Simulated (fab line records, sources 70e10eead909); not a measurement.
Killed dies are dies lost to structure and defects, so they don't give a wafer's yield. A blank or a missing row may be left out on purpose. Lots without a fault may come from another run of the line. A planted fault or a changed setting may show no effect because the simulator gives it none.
Tool commonality check | flow nand_harc | 2 lots, 6 wafers sampled

WHY IT WAS OPENED
At NHARC_END_SORT_01 the reading killed_at_array is flagged on 2 of 2 lots. Wafers without a fault read 54, standard deviation 18.
Rule: a lot is flagged when every wafer of it that has a number lies more than 4 standard deviations from that mean, or none has a number. The other lots count as sound.

lot  | measured     | on        | killed_at_array, wafer by wafer | flag
L684 | day 29 00:13 | prober-02 | 675 675 672                     | FLAGGED
L690 | day 29 14:12 | prober-01 | 672 670 674                     | FLAGGED
The numbers of the flagged lots are 673 on average: +619 against the usual, or +34 standard deviations.

WHICH TOOL RAN EACH LOT
The record holds 4 process steps before the reading, out of a route of 1302 steps. In each cell: the tool, then ch and the chambers that the sampled wafers went through, then the start.
lot  | flag    | NHARC_A_SLIT_ETCH_24             | NHARC_A_SLIT_ETCH_29               | NHARC_A_WL_FILL_ETCHBACK_04       | NHARC_A_WL_FILL_ETCHBACK_16
L684 | FLAGGED | rie_diel-11 ch 2,3, day 23 22:21 | rie_diel-09 ch 0,1, day 24 08:32   | rie_metal-02 ch 0,1, day 24 17:10 | rie_diel-13 ch 0,1,3, day 25 02:34
L690 | FLAGGED | rie_diel-05 ch 0,3, day 24 11:55 | rie_diel-09 ch 0,1,3, day 24 17:38 | rie_metal-02 ch 0,1, day 25 02:28 | rie_diel-07 ch 0,1,3, day 25 12:47
What these steps do:
- NHARC_A_SLIT_ETCH_24: etches the open film in CF4/CHF3, target depth 121 nm, time 60.5 s.
- NHARC_A_SLIT_ETCH_29: etches the open film in CF4/O2, target depth 100 nm, overetch 10 nm, time 55 s.
- NHARC_A_WL_FILL_ETCHBACK_04: etches the open film in NF3, target depth 60 nm, time 120 s.
- NHARC_A_WL_FILL_ETCHBACK_16: etches the open film in C4F8/O2/Ar, target depth 120 nm, time 24 s.
- NHARC_END_SORT_01

FLAGGED OVER TOTAL, TOOL BY TOOL (the gauges that took the reading come last)
step                        | tool         | lots run | flagged | share of the flagged lots | sound lots run after its first flagged lot
NHARC_A_SLIT_ETCH_24        | rie_diel-05  | 1        | 1       | some                      | 0
NHARC_A_SLIT_ETCH_24        | rie_diel-11  | 1        | 1       | some                      | 0
NHARC_A_SLIT_ETCH_29        | rie_diel-09  | 2        | 2       | all                       | 0
NHARC_A_WL_FILL_ETCHBACK_04 | rie_metal-02 | 2        | 2       | all                       | 0
NHARC_A_WL_FILL_ETCHBACK_16 | rie_diel-07  | 1        | 1       | some                      | 0
NHARC_A_WL_FILL_ETCHBACK_16 | rie_diel-13  | 1        | 1       | some                      | 0
NHARC_END_SORT_01           | prober-01    | 1        | 1       | some                      | 0
NHARC_END_SORT_01           | prober-02    | 1        | 1       | some                      | 0

WHAT THE TABLE ALLOWS
2 rows of the table ran every flagged lot: rie_diel-09 at NHARC_A_SLIT_ETCH_29, rie_metal-02 at NHARC_A_WL_FILL_ETCHBACK_04.
- rie_diel-09 at NHARC_A_SLIT_ETCH_29: 2 of its 2 lots flagged. It ran no sound lot before its first flagged lot in this sample, so the start can't be narrowed down.
- rie_metal-02 at NHARC_A_WL_FILL_ETCHBACK_04: 2 of its 2 lots flagged. It ran no sound lot before its first flagged lot in this sample, so the start can't be narrowed down.
Counting lots can't tell these 2 tools apart, because each fits a fault that began at some hour. More lots, or a look at what each step does to the wafer, might.

WHAT THE SIMULATOR HAD PUT IN
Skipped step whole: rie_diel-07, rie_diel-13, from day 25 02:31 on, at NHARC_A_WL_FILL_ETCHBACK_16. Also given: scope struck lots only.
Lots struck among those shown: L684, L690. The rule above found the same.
